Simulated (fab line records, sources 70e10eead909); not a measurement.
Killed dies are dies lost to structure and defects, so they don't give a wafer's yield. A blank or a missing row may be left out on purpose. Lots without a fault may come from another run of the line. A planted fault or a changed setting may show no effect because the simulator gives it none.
fab line records | flow nand_harc
record lots=5 wafers=14 last_day=23
route steps=1159 shown A_M0@1007 END@1159
lots that met no fault: from a run of the same line without faults
start_h: hours from the record's first day to the start of the lot's first wafer shown | wait_h: hours since the lot's step before | " the same as in the row above | L1.1+2: a row that stands for several wafers | - no value, or no start given | * or withheld: withheld | < > ~ a bound
route shown NAME@n: a module of which the file shows steps, and the number in the route of the first | usual: mean/standard deviation of fault-free wafers | same: alike in all rows | chamber/n: place in a boat | sites: the reading at each site | _std_site: their standard deviation | _edge_site: outer sites' mean less inner sites' | radius_mm: how far each site lies from the wafer's centre | mask NAME#n: copy n | behind: the tool/chamber that last shaped the wafer | hold: why the lot was held/for how many hours/how that ended | device: the transistor (n, p or np) that didn't switch | end of line: the same wafers' tests at the end of the route | a step without rows: its recipe alone | killed: dies lost to structure and defects at the first sort, not the wafer's yield | map: a wafer's dies, x killed, . not, _ none there
set.NAME: the setting as run; set.NAME@STEP: as run at that earlier step | model.NAME: the simulator's own value behind a step, which no gauge read
lots at some steps of the route; a table a step, a row a wafer
services: from which hour (start_h, from the record's first day; less than 0 if before it) a tool's chamber was out of use, for how many hours, and why
## steps
# step NHARC_A_M0_DESCUM_14
# recipe time_s=3 o2_flow_sccm=200 ar_flow_sccm=0 bias_power_w=0 chemistry=O2
# step NHARC_A_M0_ETCH_34
# recipe target_depth_a=400 overetch_a=120 time_s=43.94 ion_energy_ev=200 n2_flow_sccm=150 h2_flow_sccm=150 ar_flow_sccm=0 rf_w=400 bias_w=150 chemistry=N2/H2
# usual chamber_pressure_mTorr=29.996/0.028 drypump_motor_current_A=5.7/0.3 oes_product_au=0.998/0.011 rf_vpp_V=431.1/2.6 showerhead_plenum_p_Torr=2.06/0.09 throttle_valve_pct=14.171/0.0087
# columns lot.wafer tool chamber start_h wait_h chamber_pressure_mTorr drypump_motor_current_A oes_product_au rf_hours_counter_h rf_vpp_V showerhead_plenum_p_Torr throttle_valve_pct
L119.4 rie_diel-02 3 400.54 0.1 30.008 5.8 0.996 5 434.1 2.20 14.172
L119.3 " 0 " " 30.011 5.5 1.012 6 428.4 2.00 14.181
L119.1 " 1 " " 30.006 5.8 0.994 5 428.7 1.99 14.163
L120.2 rie_diel-02 0 412.31 0.1 30.023 5.5 1.013 6 430.4 1.99 14.182
L120.3 " 2 " " 30.017 5.7 1.026 5 433.9 2.18 14.159
L120.4 " 3 " " 29.960 5.8 1.002 6 434.9 2.20 14.158
L126.3 rie_diel-07 0 445.00 0.1 30.025 6.1 0.991 2 428.5 1.91 14.159
L126.2 " 3 " " 29.976 5.6 0.990 3 431.2 2.04 14.165
L126.5 " 0 " " 29.956 6.1 0.999 - 427.4 1.91 14.182
L128.4 rie_diel-02 1 453.79 0.1 29.993 5.8 1.006 7 427.8 1.99 14.168
L128.3 " 2 " " 29.992 5.7 1.020 8 435.3 2.18 14.168
L128.6 " 0 " " 29.979 5.5 1.005 - 429.0 1.99 14.170
L138.2 rie_diel-07 3 513.73 0.1 29.923 5.6 0.979 6 431.7 2.04 14.185
L138.6 " 3 " " 30.013 5.6 0.972 - 432.0 2.04 14.174
# step NHARC_A_M0_ETCH_15
# recipe target_depth_a=1500 overetch_a=150 time_s=82.5 c4f8_flow_sccm=withheld ar_flow_sccm=400 rf_w=600 bias_w=300 chemistry=C4F8/Ar
# usual chamber_pressure_mTorr=24.999/0.021 oes_product_au=0.945/0.023 rf_vpp_V=441.6/2.6
# columns lot.wafer tool chamber start_h wait_h chamber_pressure_mTorr oes_product_au rf_hours_counter_h rf_vpp_V
L119.3 rie_diel-02 3 - - 24.984 0.969 5 445.9
L119.4 " 0 " " 25.018 0.975 6 440.0
L119.1 " 2 " " 24.990 0.973 5 444.9
L120.2 rie_diel-02 3 - - 24.988 0.925 6 444.8
L120.3 " 0 " " 25.021 0.931 6 439.2
L120.4 " 2 " " 25.032 0.944 5 446.1
L126.3 rie_diel-07 2 - - 25.035 0.955 3 438.8
L126.2 " 0 " " 24.976 0.963 2 435.6
L126.5 " 3 " " 24.979 0.963 - 441.3
L128.3 rie_diel-02 3 - - 25.005 0.914 8 445.1
L128.4 " 1 " " 25.005 0.927 7 439.4
L128.6 " 3 " " 24.985 0.917 - 445.6
L138.2 rie_diel-07 3 - - 25.031 0.904 6 441.9
L138.6 " 2 " " 25.009 0.932 - 440.1
# step NHARC_A_M0_CD_MEAS_16
# usual cd_nm=80.0/0.8
# columns lot.wafer tool chamber start_h wait_h cd_nm
L119.1 cd_sem-03 - 400.76 - 79.0
L119.3 " - " " 79.9
L119.4 " - " " 79.4
L120.2 cd_sem-01 - 412.53 - 79.5
L120.3 " - " " 79.5
L120.4 " - " " 79.5
L126.2 cd_sem-02 - 445.21 - 80.5
L126.3 " - " " 80.4
L126.5 " - " " 80.4
L128.3 cd_sem-03 - 454.00 - 80.4
L128.4 " - " " 80.0
L128.6 " - " " 79.8
L138.2 cd_sem-02 - 513.97 - 80.0
L138.6 " - " " 79.5
# step NHARC_A_M0_STRIP_18
# recipe power_w=1000 n2_flow_sccm=150 h2_flow_sccm=150 ar_flow_sccm=0 bias_w=0 chemistry=N2/H2
# step NHARC_A_M0_STRIP_19
# recipe time_s=600 temp_c=30 chemistry=post_etch_residue_remover
# step NHARC_A_M0_DEGAS_28
# recipe temp_c=250 time_s=60
# usual heater_power_w=338/41
# columns lot.wafer tool chamber start_h wait_h heater_power_w
L119.3 pvd_sputter-03 - 401.46 - 339
L119.4 " - " " 394
L119.1 " - " " 290
L120.4 pvd_sputter-01 - 413.16 - 333
L120.3 " - " " 349
L120.2 " - " " 312
L126.2 pvd_sputter-01 - 445.83 - 327
L126.3 " - " " 357
L126.5 " - " " 348
L128.4 pvd_sputter-01 - 454.66 - 352
L128.3 " - " " 313
L128.6 " - " " 308
L138.2 pvd_sputter-03 - 514.64 - 288
L138.6 " - " " 337
# step NHARC_A_M0_PRE_CLEAN_29
# recipe time_s=30 temp_c=280 gas=H2/He
# step NHARC_A_M0_PVD_20
# recipe target_thk_a=50 bias_v=168.6 power_w=15000 chamber_pressure_pa=0.12 time_s=8.06 substrate_temp_c=50 material=TaN
# usual substrate_temp_c=49.98/0.1 throttle_valve_pct=30.0/0.71
# columns lot.wafer tool chamber start_h wait_h substrate_temp_c throttle_valve_pct
L119.4 pvd_sputter-03 - - - 50.12 29.8
L119.3 " - " " 50.07 30.2
L119.1 " - " " 49.99 30.3
L120.2 pvd_sputter-01 - - - 49.98 29.5
L120.3 " - " " 49.88 30.7
L120.4 " - " " 50.04 29.9
L126.2 pvd_sputter-01 - - - 50.01 29.9
L126.3 " - " " 49.94 29.4
L126.5 " - " " 50.06 29.7
L128.4 pvd_sputter-01 - - - 50.21 29.4
L128.3 " - " " 49.92 30.8
L128.6 " - " " 50.23 29.5
L138.2 pvd_sputter-03 - - - 50.07 30.7
L138.6 " - " " 50.05 29.5
# step NHARC_A_M0_PVD_21
# recipe target_thk_a=300 chamber_pressure_pa=5 power_w=5000 substrate_temp_c=30 time_s=20.49 material=Cu
# step NHARC_A_M0_ECD_22
# recipe target_thk_a=4000 bath_temp_c=25 material=Cu
# step NHARC_A_M0_ANNEAL_30
# recipe temp_c=225 time_s=90
# usual wafer_temp_C_max=225.71/0.25
# columns lot.wafer tool chamber start_h wait_h wafer_temp_C_max
L119.1 rtp_anneal-01 0 402.41 - 225.41
L119.3 " 0 " " 225.86
L119.4 " 0 " " 225.60
L120.2 rtp_anneal-02 0 413.95 - 226.37
L120.3 " 0 " " 225.84
L120.4 " 0 " " 225.83
L126.2 rtp_anneal-02 0 446.63 0.4 225.77
L126.3 " 0 " " 225.91
L126.5 " 0 " " 226.18
L128.3 rtp_anneal-01 0 455.50 - 225.53
L128.4 " 0 " " 225.24
L128.6 " 0 " " 225.55
L138.2 rtp_anneal-01 0 515.57 - 225.50
L138.6 " 0 " " 225.45
# step NHARC_A_M0_CMP_23
# recipe t_overpolish_s=20 target_thk_nm=113.75
# usual edge_zone_pressure_frac=1.000/0.0049 motor_current_A=12.0/1.3 slurry_filter_dp_kPa=13.50/0.13 time_to_endpoint_s=29.5/2.6
# columns lot.wafer tool chamber start_h wait_h edge_zone_pressure_frac motor_current_A slurry_filter_dp_kPa time_to_endpoint_s
L119.3 cmp-03 1 402.79 - 1.002 11.3 13.25 24.8
L119.1 " 2 " " 1.009 12.7 13.34 25.9
L119.4 " 3 " " 0.996 9.8 13.73 28.6
L120.3 cmp-01 0 414.24 - 0.999 12.3 13.46 31.5
L120.4 " 2 " " 1.008 11.6 13.21 28.1
L120.2 " 3 " " 1.007 11.8 13.46 30.3
L126.2 cmp-03 0 446.95 - 0.994 14.5 13.38 29.1
L126.3 " 1 " " 1.008 11.7 13.39 26.6
L126.5 " 3 " " 1.000 10.3 13.71 32.6
L128.3 cmp-03 0 455.80 - 1.002 13.3 13.54 30.1
L128.4 " 1 " " 1.003 11.5 13.50 30.0
L128.6 " 3 " " 1.006 9.6 13.52 32.0
L138.2 cmp-01 0 515.87 - 1.004 12.4 13.62 37.6
L138.6 " 0 " " 0.996 12.2 13.41 34.4
# step NHARC_A_M0_THK_MEAS_24
# recipe thk_meas_gauge=xrf
# usual thk_nm=113.8/1.3
# columns lot.wafer tool chamber start_h wait_h thk_nm
L119.1 film_metro-02 - 403.07 - 111.8
L119.3 " - " " 112.8
L119.4 " - " " 115.1
L120.2 film_metro-01 - 414.55 - 115.0
L120.3 " - " " 112.4
L120.4 " - " " 113.6
L126.2 film_metro-02 - 447.24 - 112.2
L126.3 " - " " 113.6
L126.5 " - " " 114.0
L128.3 film_metro-02 - 456.06 - 113.2
L128.4 " - " " 112.7
L128.6 " - " " 115.2
L138.2 film_metro-02 - 516.19 - 119.2
L138.6 " - " " 114.3
# step NHARC_A_M0_SRD_25
# step NHARC_A_M0_INSPECT_27
# usual raw_defect_count=431/100
# columns lot.wafer tool chamber start_h wait_h raw_defect_count
L119.1 defect_inspect-01 - 403.23 0.0 420
L119.3 " - " " 708
L119.4 " - " " 518
L120.2 defect_inspect-02 - 414.71 0.0 380
L120.3 " - " " 290
L120.4 " - " " 391
L126.2 defect_inspect-01 - 447.40 0.0 317
L126.3 " - " " 436
L126.5 " - " " 385
L128.3 defect_inspect-01 - 456.21 0.0 411
L128.4 " - " " 292
L128.6 " - " " 323
L138.2 defect_inspect-01 - 516.38 0.0 2955
L138.6 " - " " 386
# step NHARC_A_M0_PRE_CLEAN_31
# recipe time_s=12 temp_c=370 rf_power_w=300 gas=NH3
# step NHARC_END_SORT_01
# recipe temp_c=25
# usual defect_limited_yield=95.4/1.3 killed_at_array=27/8 killed_at_other=0.8/1.2 killed_at_periphery=3.3/2.3 killed_dies=31/8.8 killed_open=3.2/2.1 killed_short=2.1/1.4 sort_bin_2_pct=1.4/0.55 sort_bin_3_pct=0.25/0.2 sort_bin_4_pct=2.9/0.92 sort_n_pass=646/8.8 sort_rim_yield_pct=95.5/2.7 sort_yield_pct=95.4/1.3
# same gross_dies=677 sort_bin_5_pct[%]=0 sort_bin_6_pct[%]=0 sort_bin_7_pct[%]=0 sort_bin_8_pct[%]=0 sort_rim_n_gross=106.00
# columns lot.wafer tool chamber start_h wait_h defect_limited_yield[%] killed_at_array killed_at_other killed_at_periphery killed_dies killed_open killed_short sort_bin_2_pct[%] sort_bin_3_pct[%] sort_bin_4_pct[%] sort_n_pass sort_rim_yield_pct[%] sort_yield_pct[%]
L119.1 prober-02 0 441.03 2.5 94.7 27 3 6 36 9 4 2.8 0 2.5 641 95.3 94.7
L119.3 prober-02 0 442.63 3.1 93.9 36 4 1 41 4 2 1.5 0.15 4.4 636 99.1 93.9
L119.4 prober-02 0 443.43 3.4 96.0 22 3 2 27 6 2 0.9 0 3.1 650 93.4 96.0
L120.2 prober-02 0 462.35 2.8 94.7 34 1 1 36 6 0 1.6 0.30 3.4 641 95.3 94.7
L120.3 prober-02 0 463.15 3.1 95.1 31 0 2 33 3 1 1.6 0.30 3.0 644 96.2 95.1
L120.4 prober-02 0 463.95 3.4 94.8 32 1 2 35 3 0 1.0 0.15 4.0 642 99.1 94.8
L126.2 prober-01 0 491.95 2.8 95.9 22 0 6 28 4 3 1.5 0.30 2.4 649 97.2 95.9
L126.3 prober-01 0 492.76 3.1 95.0 27 0 7 34 3 1 1.3 0.30 3.4 643 92.5 95.0
L126.5 prober-01 0 494.37 3.7 97.0 18 0 2 20 0 3 1.0 0.15 1.8 657 94.3 97.0
L128.3 prober-02 0 495.59 3.1 95.1 31 0 2 33 3 1 1.8 0.30 2.8 644 93.4 95.1
L128.4 prober-02 0 496.39 3.4 95.1 26 1 6 33 4 3 0.7 0.30 3.8 644 98.1 95.1
L128.6 prober-02 0 498.01 4.0 93.2 42 2 2 46 5 3 2.8 0.59 3.4 631 94.3 93.2
L138.2 prober-02 0 558.58 2.8 0 673 0 4 677 8 2 1.9 94.98 3.1 0 0 0
L138.6 prober-02 0 561.80 4.0 95.4 28 0 3 31 4 3 2.1 0.30 2.2 646 91.5 95.4
# killed by level:class
L119.1 A_CHANNEL_HOLE_D1:chamber_film_flake=8 A_ONON_D1:geometric_particle:short=3 A_CONTACT:chamber_film_flake=3 THIN_TSV:chamber_film_flake=3 P_GATE:geometric_particle:open=2 P_M0:geometric_particle:open=2 A_ONON_D1:geometric_particle:open=2 A_SGD_CUT:geometric_particle:open=2
L119.3 A_CHANNEL_HOLE_D1:chamber_film_flake=16 A_STAIRCASE:chamber_film_flake=4 THIN_TSV:chamber_film_flake=4 A_SLIT:unspecified=3 A_CONTACT:chamber_film_flake=3 A_CONTACT:geometric_particle:open=2 A_SGD_CUT:chamber_film_flake=2 P_M1:geometric_particle:short=1
L119.4 A_CHANNEL_HOLE_D1:chamber_film_flake=7 A_STAIRCASE:chamber_film_flake=5 A_WL_FILL:geometric_particle:open=3 THIN_TSV:chamber_film_flake=3 A_SLIT:chamber_film_flake=2 P_CONTACT:geometric_particle:open=1 P_M2:geometric_particle:open=1 A_ONON_D1:geometric_particle:open=1
L120.2 A_STAIRCASE:chamber_film_flake=7 A_SLIT:chamber_film_flake=7 A_CONTACT:chamber_film_flake=7 A_CHANNEL_FILL_D1:chamber_film_flake=5 A_CONTACT:geometric_particle:open=3 A_CHANNEL_HOLE_D1:chamber_film_flake=2 P_CONTACT:geometric_particle:open=1 A_M0:geometric_particle:open=1
L120.3 A_SGD_CUT:chamber_film_flake=7 A_CONTACT:chamber_film_flake=6 A_CHANNEL_HOLE_D1:chamber_film_flake=5 A_STAIRCASE:chamber_film_flake=4 A_SLIT:chamber_film_flake=3 A_M0:geometric_particle:open=2 A_CHANNEL_FILL_D1:chamber_film_flake=2 A_WL_FILL:geometric_particle:short=1
L120.4 A_SLIT:chamber_film_flake=9 A_CONTACT:chamber_film_flake=8 A_STAIRCASE:chamber_film_flake=6 A_CHANNEL_FILL_D1:geometric_particle:open=3 P_ZERO_WELL:chamber_film_flake=2 A_CHANNEL_HOLE_D1:chamber_film_flake=2 A_WL_FILL:chamber_film_flake=2 A_CHANNEL_FILL_D1:chamber_film_flake=1
L126.2 A_SLIT:chamber_film_flake=12 A_CHANNEL_HOLE_D1:chamber_film_flake=4 P_BONDPAD:chamber_film_flake=2 A_CONTACT:chamber_film_flake=2 P_STI:geometric_particle:open=1 P_M0:geometric_particle:open=1 P_M1:geometric_particle:short=1 P_M2:geometric_particle:open=1
L126.3 A_SLIT:chamber_film_flake=12 A_CONTACT:chamber_film_flake=5 A_CHANNEL_HOLE_D1:chamber_film_flake=4 P_BONDPAD:chamber_film_flake=3 P_GATE:chamber_film_flake=2 A_ZERO_WELL:chamber_film_flake=2 P_CONTACT:geometric_particle:open=1 A_ONON_D1:geometric_particle:open=1
L126.5 A_SLIT:chamber_film_flake=9 A_CHANNEL_HOLE_D1:chamber_film_flake=3 A_CHANNEL_FILL_D1:chamber_film_flake=2 A_SGD_CUT:geometric_particle:short=1 A_CONTACT:geometric_particle:short=1 A_M0:geometric_particle:short=1 P_GATE:chamber_film_flake=1 P_M1:chamber_film_flake=1
L128.3 A_CHANNEL_HOLE_D1:chamber_film_flake=13 A_CONTACT:chamber_film_flake=8 A_CHANNEL_FILL_D1:chamber_film_flake=2 A_STAIRCASE:chamber_film_flake=2 A_WL_FILL:chamber_film_flake=2 P_CONTACT:geometric_particle:open=1 A_CHANNEL_FILL_D1:geometric_particle:open=1 A_M0:geometric_particle:open=1
L128.4 A_CHANNEL_HOLE_D1:chamber_film_flake=9 A_CONTACT:chamber_film_flake=5 A_WL_FILL:chamber_film_flake=4 P_ZERO_WELL:chamber_film_flake=3 A_CONTACT:geometric_particle:open=2 P_STI:chamber_film_flake=2 A_ONON_D1:geometric_particle:short=1 A_CHANNEL_FILL_D1:geometric_particle:short=1
L128.6 A_CHANNEL_HOLE_D1:chamber_film_flake=26 A_WL_FILL:chamber_film_flake=3 A_M0:geometric_particle:short=2 A_M1:geometric_particle:open=2 A_CHANNEL_FILL_D1:chamber_film_flake=2 A_STAIRCASE:chamber_film_flake=2 A_CONTACT:chamber_film_flake=2 A_CHANNEL_FILL_D1:geometric_particle:open=1
L138.2 A_M0:area_cmp=642 A_CHANNEL_HOLE_D1:chamber_film_flake=12 A_CONTACT:chamber_film_flake=5 A_ZERO_WELL:chamber_film_flake=4 P_M0:geometric_particle:open=2 A_CONTACT:geometric_particle:open=2 A_STAIRCASE:chamber_film_flake=2 P_GATE:geometric_particle:open=1
L138.6 A_CHANNEL_HOLE_D1:chamber_film_flake=15 A_STAIRCASE:chamber_film_flake=3 A_CONTACT:chamber_film_flake=3 A_CONTACT:geometric_particle:open=2 P_STI:chamber_film_flake=2 P_STI:geometric_particle:short=1 A_ONON_D1:geometric_particle:open=1 A_CHANNEL_FILL_D1:geometric_particle:short=1
# map L138.2 (x killed, . not)
____________x____________
_________xxxxxxx_________
_______xxxxxxxxxxx_______
______xxxxxxxxxxxxx______
_____xxxxxxxxxxxxxxx_____
____xxxxxxxxxxxxxxxxx____
____xxxxxxxxxxxxxxxxx____
___xxxxxxxxxxxxxxxxxxx___
___xxxxxxxxxxxxxxxxxxx___
__xxxxxxxxxxxxxxxxxxxxx__
__xxxxxxxxxxxxxxxxxxxxx__
_xxxxxxxxxxxxxxxxxxxxxxx_
_xxxxxxxxxxxxxxxxxxxxxxx_
_xxxxxxxxxxxxxxxxxxxxxxx_
_xxxxxxxxxxxxxxxxxxxxxxx_
_xxxxxxxxxxxxxxxxxxxxxxx_
xxxxxxxxxxxxxxxxxxxxxxxxx
xxxxxxxxxxxxxxxxxxxxxxxxx
xxxxxxxxxxxxxxxxxxxxxxxxx
xxxxxxxxxxxxxxxxxxxxxxxxx
xxxxxxxxxxxxxxxxxxxxxxxxx
_xxxxxxxxxxxxxxxxxxxxxxx_
_xxxxxxxxxxxxxxxxxxxxxxx_
_xxxxxxxxxxxxxxxxxxxxxxx_
_xxxxxxxxxxxxxxxxxxxxxxx_
_xxxxxxxxxxxxxxxxxxxxxxx_
__xxxxxxxxxxxxxxxxxxxxx__
__xxxxxxxxxxxxxxxxxxxxx__
___xxxxxxxxxxxxxxxxxxx___
___xxxxxxxxxxxxxxxxxxx___
____xxxxxxxxxxxxxxxxx____
____xxxxxxxxxxxxxxxxx____
_____xxxxxxxxxxxxxxx_____
______xxxxxxxxxxxxx______
_______xxxxxxxxxxx_______
_________xxxxxxx_________
____________x____________
# map L120.2 (x killed, . not)
____________.____________
_________...x..._________
_______..........._______
______x............______
_____..............._____
____.................____
____.........x....x..____
___..x....x....xx.....___
___....x.x..x.........___
__.....................__
__.....................__
_....x.................._
_.....x................._
_.......x..............._
_.......x..............._
_.......x..............._
...................x.x...
x........................
............x..x.........
.........xx..............
x..x..x..................
_......................._
_..x...................._
_x..x...x..............._
_.x....................._
_......................._
__.x..x................__
__...........x.........__
___................x..___
___...................___
____.................____
____.......x.........____
_____..............._____
______.............______
_______..........._______
_________......._________
____________.____________
## services
# columns tool chamber start_h hours kind
cmp-01 - 376.60 4.0 pm
rie_diel-02 0 385.70 - clean
rie_diel-02 1 385.70 - clean
rie_diel-02 2 385.70 - clean
rie_diel-02 3 385.70 - clean
rie_diel-02 1 385.90 7.2 repair
rie_diel-07 - 405.52 9.0 pm
rie_diel-02 0 410.20 - clean
rie_diel-02 1 410.20 - clean
rie_diel-02 2 410.20 - clean
rie_diel-02 3 410.20 - clean
rie_diel-02 0 434.70 - clean
rie_diel-02 1 434.70 - clean
cmp-03 - 437.01 4.0 repair
pvd_sputter-03 - 440.19 3.5 repair
cmp-03 - 451.00 4.0 pm
rie_diel-07 1 452.43 3.9 repair
pvd_sputter-03 - 458.00 10.0 pm
cmp-01 - 474.60 4.0 pm
rie_diel-02 1 501.19 7.4 repair
rie_diel-02 - 504.70 9.0 pm
pvd_sputter-03 - 505.02 1.3 repair
rie_diel-07 0 508.92 10.8 repair
pvd_sputter-01 - 514.04 10.0 pm
## key
first_sign step=NHARC_A_M0_CMP_23 reading=time_to_endpoint_s direction=up sigmas=3.1 usual=* struck=*
effect step=NHARC_A_M0_THK_MEAS_24 reading=thk_nm direction=up sigmas=4 usual=113.8 struck=119.2
effect step=NHARC_A_M0_INSPECT_27 reading=raw_defect_count direction=up sigmas=25 usual=431 struck=2955
effect step=NHARC_END_SORT_01 reading=sort_bin_3_pct direction=up sigmas=99+ usual=0.25 struck=94.98
more_kills_born_at NHARC_A_M0_CMP_23@cmp-01=642
met_at NHARC_A_M0_CMP_23
struck_wafers L138.2
later_rows_left_out L138.2
onset_between 414.24 515.87
fault kind=process_parameter_drift tool=cmp-01 chamber=- onset_h=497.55 steps=NHARC_A_M0_CMP_23 channel=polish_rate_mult offset=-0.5 shape=step end_h=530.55 scope=struck_wafers_only
# later_rows_left_out: the simulator's readings of these wafers behind a module that went badly wrong aren't trusted and aren't shown, but for the sort
